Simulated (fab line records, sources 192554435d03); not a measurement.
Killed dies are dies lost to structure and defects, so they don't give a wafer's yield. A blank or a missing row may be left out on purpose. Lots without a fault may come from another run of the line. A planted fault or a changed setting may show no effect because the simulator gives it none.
Tool commonality check | flow n5_finfet | 11 lots, 33 wafers sampled

WHY IT WAS OPENED
At N5_PMOS_HMC_CHANNEL_EPI_CD_MEAS_09 the reading cd_nm is flagged on 2 of 11 lots. Wafers without a fault read 237.1 nm, standard deviation 0.99.
Rule: a lot is flagged when every wafer of it that has a number lies more than 4 standard deviations from that mean, or none has a number. The other lots count as sound.

lot  | measured    | on        | cd_nm (nm), wafer by wafer | flag
L608 | day 1 17:39 | cd_sem-01 | 237.3 236.8 237.2          |
L609 | day 1 23:19 | cd_sem-02 | 237.6 237.4 238.0          |
L611 | day 2 11:08 | cd_sem-02 | 237.8 238.2 238.7          |
L612 | day 2 17:10 | cd_sem-01 | 238.0 236.4 236.8          |
L613 | day 2 23:40 | cd_sem-01 | 239.0 237.7 237.4          |
L615 | day 3 11:48 | cd_sem-01 | 237.4 237.7 236.6          |
L616 | day 3 16:52 | cd_sem-02 | 237.8 237.2 235.7          |
L626 | day 6 05:22 | cd_sem-02 | 250.0 245.5 253.0          | FLAGGED
L627 | day 6 11:45 | cd_sem-01 | 245.0 267.1 269.4          | FLAGGED
L628 | day 6 17:02 | cd_sem-03 | 234.8 234.2 235.5          |
L631 | day 7 12:08 | cd_sem-01 | 236.2 235.7 236.3          |
The numbers of the flagged lots are 255.0 nm on average: +17.9 nm against the usual, or +18 standard deviations.

WHICH TOOL RAN EACH LOT
The record holds 2 process steps before the reading, out of a route of 1938 steps. In each cell: the tool, then ch and the chambers that the sampled wafers went through, then the start.
lot  | flag    | N5_WELL_APT_RTA_34              | N5_PMOS_HMC_CHANNEL_EPI_EXPOSE_06
L608 |         | rtp_anneal-01 ch 0, day 1 16:08 | arfi_scanner-01 ch 0, day 1 17:32
L609 |         | rtp_anneal-01 ch 0, day 1 22:05 | arfi_scanner-01 ch 0, day 1 23:11
L611 |         | rtp_anneal-02 ch 0, day 2 09:48 | arfi_scanner-01 ch 0, day 2 11:01
L612 |         | rtp_anneal-01 ch 0, day 2 15:52 | arfi_scanner-03 ch 0, day 2 17:03
L613 |         | rtp_anneal-02 ch 0, day 2 22:22 | arfi_scanner-02 ch 0, day 2 23:33
L615 |         | rtp_anneal-02 ch 0, day 3 10:03 | arfi_scanner-03 ch 0, day 3 11:40
L616 |         | rtp_anneal-02 ch 0, day 3 15:40 | arfi_scanner-03 ch 0, day 3 16:44
L626 | FLAGGED | rtp_anneal-01 ch 0, day 6 04:12 | arfi_scanner-01 ch 0, day 6 05:14
L627 | FLAGGED | rtp_anneal-02 ch 0, day 6 10:22 | arfi_scanner-01 ch 0, day 6 11:38
L628 |         | rtp_anneal-01 ch 0, day 6 15:44 | arfi_scanner-02 ch 0, day 6 16:55
L631 |         | rtp_anneal-02 ch 0, day 7 10:49 | arfi_scanner-03 ch 0, day 7 12:01
What these steps do:
- N5_WELL_APT_RTA_34: time 10 s.
- N5_PMOS_HMC_CHANNEL_EPI_EXPOSE_06: exposes mask PMOS HMC BLK, target cd 240 nm.
- N5_PMOS_HMC_CHANNEL_EPI_CD_MEAS_09: target cd 237.4 nm.

FLAGGED OVER TOTAL, TOOL BY TOOL (the gauges that took the reading come last)
step                               | tool            | lots run | flagged | share of the flagged lots | sound lots run after its first flagged lot
N5_WELL_APT_RTA_34                 | rtp_anneal-01   | 5        | 1       | some                      | 1 (L628)
N5_WELL_APT_RTA_34                 | rtp_anneal-02   | 6        | 1       | some                      | 1 (L631)
N5_PMOS_HMC_CHANNEL_EPI_EXPOSE_06  | arfi_scanner-01 | 5        | 2       | all                       | 0
N5_PMOS_HMC_CHANNEL_EPI_EXPOSE_06  | arfi_scanner-02 | 2        | 0       | none                      | -
N5_PMOS_HMC_CHANNEL_EPI_EXPOSE_06  | arfi_scanner-03 | 4        | 0       | none                      | -
N5_PMOS_HMC_CHANNEL_EPI_CD_MEAS_09 | cd_sem-01       | 6        | 1       | some                      | 1 (L631)
N5_PMOS_HMC_CHANNEL_EPI_CD_MEAS_09 | cd_sem-02       | 4        | 1       | some                      | 0
N5_PMOS_HMC_CHANNEL_EPI_CD_MEAS_09 | cd_sem-03       | 1        | 0       | none                      | -

WHAT THE TABLE ALLOWS
1 row of the table ran every flagged lot: arfi_scanner-01 at N5_PMOS_HMC_CHANNEL_EPI_EXPOSE_06.
- arfi_scanner-01 at N5_PMOS_HMC_CHANNEL_EPI_EXPOSE_06: 2 of its 5 lots flagged. Its last sound lot is L611 (day 2 11:01), its first flagged lot L626 (day 6 05:14): a fault that began between those two fits. Its own readings lie more than 4 standard deviations out on every wafer of the flagged lots: exposure_dose_mJ_cm2.
One tool is left: arfi_scanner-01 at N5_PMOS_HMC_CHANNEL_EPI_EXPOSE_06.

WHAT THE SIMULATOR HAD PUT IN
Process parameter drift: arfi_scanner-01, from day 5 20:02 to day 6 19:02, at N5_PMOS_HMC_CHANNEL_EPI_EXPOSE_06. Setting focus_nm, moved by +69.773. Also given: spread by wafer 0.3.
Lots struck among those shown: L626, L627. The rule above found the same.
